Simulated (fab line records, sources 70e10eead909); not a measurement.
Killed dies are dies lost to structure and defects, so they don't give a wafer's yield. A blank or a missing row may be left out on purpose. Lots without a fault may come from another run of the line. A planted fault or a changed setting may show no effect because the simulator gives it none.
Which tool did it? | flow nand_harc | 12 lots, 34 wafers sampled, at 6 steps of a route of 1159

WHAT THE GAUGES READ, wafer by wafer
NHARC_P_ZERO_WELL_CD_MEAS_11: target cd 500 nm.
lot  | measured    | on        | cd_nm (nm)
L124 | day 1 13:14 | cd_sem-02 | 501.1 499.9 502.3
L125 | day 1 19:21 | cd_sem-01 | 501.8 500.2 499.2
L126 | day 2 01:14 | cd_sem-02 | 499.0 499.0 501.4
L127 | day 2 07:23 | cd_sem-03 | 500.5 502.6 503.1
L129 | day 2 19:14 | cd_sem-03 | 501.0 500.1 500.8
L130 | day 3 01:07 | cd_sem-01 | 499.3 499.0 499.3
L132 | day 3 13:09 | cd_sem-03 | 498.7 497.7 499.0
L134 | day 4 01:08 | cd_sem-03 | 501.0 500.1 502.0
L135 | day 4 07:08 | cd_sem-01 | 500.5 500.4 498.1
L136 | day 4 13:16 | cd_sem-03 | 502.6 501.3 501.1
L145 | day 6 19:14 | cd_sem-01 | 499.1 504.9
L146 | day 7 01:08 | cd_sem-03 | 500.3 505.7

NHARC_P_GATE_OVL_MEAS_27.
lot  | measured     | on         | overlay_x_nm (nm) | overlay_y_nm (nm)
L124 | day 4 14:23  | overlay-01 | -1.2 -1.9 -1.5    | 0.4 -0.3 0.0
L125 | day 4 21:14  | overlay-02 | 0.3 0.0 0.0       | -0.8 -1.3 -0.6
L126 | day 5 08:22  | overlay-02 | 0.7 0.9 1.2       | -0.4 -0.4 -0.8
L127 | day 5 07:53  | overlay-01 | -0.3 0.1 0.1      | 1.3 1.4 0.9
L129 | day 5 20:25  | overlay-02 | -0.1 0.3 -0.3     | -0.4 -0.1 -0.6
L130 | day 6 12:17  | overlay-02 | 0.1 1.0 0.3       | 0.5 1.1 0.5
L132 | day 6 12:28  | overlay-01 | -0.8 -1.4 -1.1    | -1.1 -0.7 -0.4
L134 | day 7 09:09  | overlay-01 | 0.1 0.0 0.6       | 0.5 0.2 0.1
L135 | day 7 22:35  | overlay-01 | 1.2 0.6 1.0       | -0.3 -0.3 0.1
L136 | day 7 23:11  | overlay-01 | -0.1 0.4 0.2      | 0.9 1.1 0.4
L145 | day 9 18:04  | overlay-01 | -0.5 -0.1         | -0.1 -0.3
L146 | day 10 04:41 | overlay-02 | -0.2 -0.4         | 2.1 1.9

NHARC_END_SORT_01.
lot  | measured     | on        | killed_at_array | killed_at_other | killed_at_periphery | killed_dies | killed_open | killed_short
L125 | day 19 21:26 | prober-01 | 17 14 28        | 1 2 0           | 8 7 8               | 26 23 36    | 5 4 5       | 2 3 3
L126 | day 20 06:02 | prober-01 | 35 29 48        | 0 0 0           | 2 3 1               | 37 32 49    | 2 4 3       | 0 2 2
L135 | day 22 13:14 | prober-02 | 55 48 42        | 0 0 0           | 3 5 5               | 58 53 47    | 4 3 4       | 3 1 4
L145 | day 24 07:20 | prober-01 | 53 48           | 0 0             | 4 1                 | 57 49       | 3 2         | 4 1
L146 | day 25 08:29 | prober-01 | 31 31           | 2 1             | 6 4                 | 39 36       | 5 4         | 0 0

WHICH TOOL RAN EACH LOT (tool, then ch and the chambers of the sampled wafers, then the start)
lot  | NHARC_P_ZERO_WELL_EXPOSE_08      | NHARC_P_ZERO_WELL_ETCH_63       | NHARC_P_ZERO_WELL_DESCUM_39
L124 | krf_scanner-04 ch 0, day 1 13:05 | rie_si-02 ch 0,2,3, day 1 13:41 | rie_diel-04 ch 2,3, day 1 16:25
L125 | krf_scanner-01 ch 0, day 1 19:12 | rie_si-03 ch 1,2,3, day 1 19:46 | rie_diel-04 ch 1,2,3, day 1 22:30
L126 | krf_scanner-02 ch 0, day 2 01:05 | rie_si-03 ch 2,3, day 2 01:40   | rie_diel-04 ch 2,3, day 2 04:17
L127 | krf_scanner-04 ch 0, day 2 07:14 | rie_si-04 ch 1,2, day 2 07:48   | rie_diel-07 ch 1,2, day 2 10:17
L129 | krf_scanner-01 ch 0, day 2 19:05 | rie_si-02 ch 0,2,3, day 2 19:39 | rie_diel-10 ch 0,1,2, day 2 22:23
L130 | krf_scanner-01 ch 0, day 3 00:58 | rie_si-03 ch 0,3, day 3 01:32   | rie_diel-10 ch 0,3, day 3 04:08
L132 | krf_scanner-04 ch 0, day 3 12:59 | rie_si-03 ch 0,1,2, day 3 13:35 | rie_diel-10 ch 1,3, day 3 16:18
L134 | krf_scanner-01 ch 0, day 4 00:58 | rie_si-02 ch 0,1,3, day 4 01:34 | rie_diel-04 ch 0,1, day 4 04:16
L135 | krf_scanner-01 ch 0, day 4 06:59 | rie_si-02 ch 0,3, day 4 07:32   | rie_diel-10 ch 0,3, day 4 10:18
L136 | krf_scanner-02 ch 0, day 4 13:07 | rie_si-03 ch 2,3, day 4 13:41   | rie_diel-10 ch 0,1,2, day 4 16:31
L145 | krf_scanner-01 ch 0, day 6 19:05 | rie_si-04 ch 2,3, day 6 19:41   | rie_diel-04 ch 0, day 6 22:23
L146 | krf_scanner-01 ch 0, day 7 00:59 | rie_si-04 ch 0,2, day 7 01:53   | rie_diel-04 ch 2, day 7 04:35
- NHARC_P_ZERO_WELL_EXPOSE_08: exposes mask P ZERO, target cd 500 nm.
- NHARC_P_ZERO_WELL_ETCH_63: etches the open film in HBr/Cl2, target depth 120 nm, time 40.1 s.
- NHARC_P_ZERO_WELL_DESCUM_39: chemistry O2, time 3 s.

WHAT THE TOOLS THEMSELVES READ (means of the sampled wafers that have a number; where no wafer has one, the mark that the record gives instead)
NHARC_P_ZERO_WELL_EXPOSE_08.
lot  | tool           | focus_offset_nm (nm) | reticle_temp_C (C)
L124 | krf_scanner-04 | 0.5                  | 22.93
L125 | krf_scanner-01 | -0.4                 | 22.84
L126 | krf_scanner-02 | 0.2                  | 23.01
L127 | krf_scanner-04 | -0.1                 | 22.98
L129 | krf_scanner-01 | 0.1                  | 23.15
L130 | krf_scanner-01 | -0.1                 | 23.10
L132 | krf_scanner-04 | 0.2                  | 22.96
L134 | krf_scanner-01 | 0.3                  | 23.07
L135 | krf_scanner-01 | -0.5                 | 23.09
L136 | krf_scanner-02 | 0.2                  | 23.09
L145 | krf_scanner-01 | -0.0                 | 22.81
L146 | krf_scanner-01 | -0.1                 | 23.10

NHARC_P_ZERO_WELL_ETCH_63.
lot  | tool      | bias_w (W) | drypump_motor_current_A (A) | mfc_cl2_sccm (sccm) | oes_product_au (a.u.) | throttle_valve_pct (%)
L124 | rie_si-02 | 100.05     | 5.5                         | 50.11               | 1.008                 | 26.402
L125 | rie_si-03 | 99.92      | 6.2                         | 49.91               | 1.001                 | 26.411
L126 | rie_si-03 | 100.26     | 6.4                         | 50.12               | 0.995                 | 26.411
L127 | rie_si-04 | 99.94      | 5.8                         | 50.03               | 0.999                 | 26.402
L129 | rie_si-02 | 99.87      | 5.5                         | 50.04               | 1.015                 | 26.411
L130 | rie_si-03 | 99.67      | 6.3                         | 50.22               | 1.003                 | 26.402
L132 | rie_si-03 | 100.03     | 5.7                         | 50.05               | 0.995                 | 26.403
L134 | rie_si-02 | 99.76      | 5.6                         | 50.04               | 1.002                 | 26.408
L135 | rie_si-02 | 99.94      | 5.5                         | 50.09               | 1.008                 | 26.403
L136 | rie_si-03 | 100.08     | 6.4                         | 49.78               | 0.994                 | 26.400
L145 | rie_si-04 | 99.93      | 6.3                         | 49.95               | 1.000                 | 26.410
L146 | rie_si-04 | 100.00     | 6.0                         | 49.89               | 0.991                 | 26.403

NHARC_P_ZERO_WELL_DESCUM_39.
lot  | tool        | drypump_motor_current_A (A) | oes_product_au (a.u.) | rf_vpp_V (V) | showerhead_plenum_p_Torr (Torr) | throttle_valve_pct (%)
L124 | rie_diel-04 | 6.5                         | 1.001                 | 57.6         | 1.86                            | 11.321
L125 | rie_diel-04 | 6.1                         | 0.991                 | 57.6         | 1.91                            | 11.308
L126 | rie_diel-04 | 6.4                         | 0.997                 | 57.2         | 1.86                            | 11.304
L127 | rie_diel-07 | 5.4                         | 0.990                 | 57.3         | 1.87                            | 11.305
L129 | rie_diel-10 | 5.7                         | 1.005                 | 58.1         | 1.97                            | 11.316
L130 | rie_diel-10 | 5.6                         | 1.004                 | 58.2         | 1.93                            | 11.318
L132 | rie_diel-10 | 5.8                         | 1.009                 | 58.1         | 1.82                            | 11.312
L134 | rie_diel-04 | 5.6                         | 1.008                 | 58.9         | 2.04                            | 11.316
L135 | rie_diel-10 | 5.6                         | 0.997                 | 57.3         | 1.93                            | 11.309
L136 | rie_diel-10 | 5.7                         | 0.998                 | 58.7         | 1.97                            | 11.312
L145 | rie_diel-04 | 5.7                         | 1.007                 | 59.0         | 2.06                            | 11.321
L146 | rie_diel-04 | 6.4                         | 1.010                 | 56.4         | 1.89                            | 11.313

THE ANSWER, worked out from the rows above alone
Rule: what is usual is taken from the lots themselves. Put in order of their means at a reading, lots are off if they are a third of the lots or fewer, leave a main group of 4 or more, and stand apart from it by a gap of 3 or more times the standard deviation of the main group's means; of several such gaps the widest counts. A main group whose means are all the same, to the digits that the tables above print for the reading, isn't used. A lot without any number at a reading at which 4 lots or more have one is off too. The other lots that the step has rows for count as sound. The gauges are gone through in route order, then the tools' own readings, and for those a lot's mean is taken as printed above. The first step at which some lot is off is used, and at that step the reading that is off furthest; a lot without a number counts as furthest.
No lot is off at any reading shown: from this, nothing can be told.

WHAT THE SIMULATOR HAD PUT IN
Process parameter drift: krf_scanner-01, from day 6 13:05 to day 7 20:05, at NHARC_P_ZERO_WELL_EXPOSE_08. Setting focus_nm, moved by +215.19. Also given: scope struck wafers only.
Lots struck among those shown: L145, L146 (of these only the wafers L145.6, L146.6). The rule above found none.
